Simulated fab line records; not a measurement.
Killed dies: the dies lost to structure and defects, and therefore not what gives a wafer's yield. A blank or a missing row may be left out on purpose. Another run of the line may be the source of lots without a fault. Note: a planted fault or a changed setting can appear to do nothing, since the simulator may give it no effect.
Matching of chambers + flow n5_finfet + cvd_co-02 running N5_BEOL_M3_CO_CAP_55: 3 sister chambers
The step material Co, precursor CCTBA/H2, target thk 2 nm, time 102.1 s. 24 wafers are shown with their chamber, then 12 later ones without.

EACH WAFER AND ITS CHAMBER
| wafer  | chamber | heater_power_w (W) |
|--------|---------|--------------------|
| L074.3 | 2       | 282                |
| L074.4 | 1       | 240                |
| L074.5 | 0       | 257                |
| L077.2 | 2       | 271                |
| L077.3 | 1       | 247                |
| L077.6 | 0       | 254                |
| L079.2 | 1       | 244                |
| L079.3 | 0       | 256                |
| L079.4 | 1       | 247                |
| L080.1 | 2       | 285                |
| L080.2 | 0       | 262                |
| L080.3 | 0       | 260                |
| L080.4 | 0       | 263                |
| L080.5 | 0       | 263                |
| L080.6 | 0       | 248                |
| L083.1 | 0       | 260                |
| L083.2 | 0       | 258                |
| L083.3 | 0       | 262                |
| L083.4 | 0       | 255                |
| L083.5 | 0       | 262                |
| L083.6 | 0       | 258                |
| L084.1 | 0       | 258                |
| L084.3 | 1       | 239                |
| L084.5 | 2       | 279                |

SIGNATURES (averages over the wafers above)
| reading        | chamber 0 | chamber 1 | chamber 2 | scatter within a chamber |
|----------------|-----------|-----------|-----------|--------------------------|
| heater_power_w | 258.40    | 243.40    | 279.25    | 4.36                     |
Rule: distance of a wafer from a chamber = root of the sum over the readings of ((wafer's reading minus chamber's mean) / reading's scatter) squared. The wafer belongs to the nearest chamber; if the next one is less than 2 further off, it can't be placed. The scatter: the root of (the sum of the squares of (reading less its chamber's mean) over the shown wafers, divided by (wafers less chambers)).

WAFERS WITH NO CHAMBER GIVEN
| wafer  | heater_power_w (W) |
|--------|--------------------|
| L087.1 | 240                |
| L087.2 | 261                |
| L087.6 | 285                |
| L094.1 | 279                |
| L094.3 | 261                |
| L094.4 | 241                |
| L097.1 | 286                |
| L097.2 | 260                |
| L097.3 | 286                |
| L097.4 | 253                |
| L097.5 | 289                |
| L097.6 | 264                |

EACH ONE'S CHAMBER
| wafer  | from the rows above     | in truth |
|--------|-------------------------|----------|
| L087.1 | 1                       | 1        |
| L087.2 | 0                       | 0        |
| L087.6 | 2                       | 2        |
| L094.1 | 2                       | 2        |
| L094.3 | 0                       | 0        |
| L094.4 | 1                       | 1        |
| L097.1 | 2                       | 2        |
| L097.2 | 0                       | 0        |
| L097.3 | 2                       | 2        |
| L097.4 | can't be placed: 0 or 1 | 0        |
| L097.5 | 2                       | 2        |
| L097.6 | 0                       | 0        |
Correct placement for 11 of the 12. Cannot be placed on the basis of these rows: 1; the candidates contain the true chamber in 1. Wrongly placed: 0.
